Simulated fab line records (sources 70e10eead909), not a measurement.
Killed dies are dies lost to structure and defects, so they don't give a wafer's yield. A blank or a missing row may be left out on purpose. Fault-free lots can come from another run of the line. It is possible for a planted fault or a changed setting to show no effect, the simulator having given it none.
Matching of chambers / flow nand-harc / NHARC_A_STAIRCASE_CMP_152 on cmp-04: 4 sister chambers
The step polishes. 8 wafers are shown with their chamber, then 8 later ones without.

WAFERS PAIRED WITH THEIR CHAMBERS
wafer=L080.2; chamber=3; motor-current-A (A)=10.2; edge-zone-pressure-frac=0.993
wafer=L087.3; chamber=1; motor-current-A (A)=12.1; edge-zone-pressure-frac=1.004
wafer=L087.4; chamber=0; motor-current-A (A)=11.5; edge-zone-pressure-frac=0.993
wafer=L087.6; chamber=2; motor-current-A (A)=14.8; edge-zone-pressure-frac=1.001
wafer=L088.3; chamber=2; motor-current-A (A)=14.5; edge-zone-pressure-frac=0.997
wafer=L088.5; chamber=3; motor-current-A (A)=10.2; edge-zone-pressure-frac=0.994
wafer=L088.6; chamber=0; motor-current-A (A)=11.2; edge-zone-pressure-frac=0.999
wafer=L090.2; chamber=1; motor-current-A (A)=12.6; edge-zone-pressure-frac=1.004

WAFERS WITHOUT THEIR CHAMBER
wafer=L090.4; motor-current-A (A)=11.9; edge-zone-pressure-frac=0.999
wafer=L090.5; motor-current-A (A)=11.7; edge-zone-pressure-frac=1.003
wafer=L095.4; motor-current-A (A)=11.6; edge-zone-pressure-frac=1.001
wafer=L095.5; motor-current-A (A)=10.0; edge-zone-pressure-frac=0.999
wafer=L095.6; motor-current-A (A)=11.9; edge-zone-pressure-frac=1.007
wafer=L097.2; motor-current-A (A)=12.1; edge-zone-pressure-frac=1.000
wafer=L097.3; motor-current-A (A)=14.2; edge-zone-pressure-frac=0.998
wafer=L097.5; motor-current-A (A)=11.9; edge-zone-pressure-frac=0.995

WHICH CHAMBER EACH WENT THROUGH
wafer=L090.4; from the rows above=can't be placed: 0 or 1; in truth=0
wafer=L090.5; from the rows above=can't be placed: 1 or 0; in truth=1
wafer=L095.4; from the rows above=can't be placed: 0 or 1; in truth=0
wafer=L095.5; from the rows above=3; in truth=3
wafer=L095.6; from the rows above=1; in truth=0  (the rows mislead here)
wafer=L097.2; from the rows above=can't be placed: 1 or 0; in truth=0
wafer=L097.3; from the rows above=2; in truth=2
wafer=L097.5; from the rows above=can't be placed: 0 or 1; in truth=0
Correct placement for 2 of the 8. These rows do not allow placing 5 (true chamber among the candidates in 5). Number placed wrongly: 1.
How it was worked out, from the rows above alone: a wafer's distance from a chamber is the root of the sum, over the readings, of the square of ((its reading less the chamber's mean) divided by the reading's scatter). The wafer belongs to the nearest chamber; if the next one is less than 2 further off, it can't be placed. For every chamber, the mean is computed from those of its wafers that are shown. The scatter is the square root of a quotient: the sum, over the shown wafers, of each reading's squared deviation from its chamber's mean, divided by wafers minus chambers.
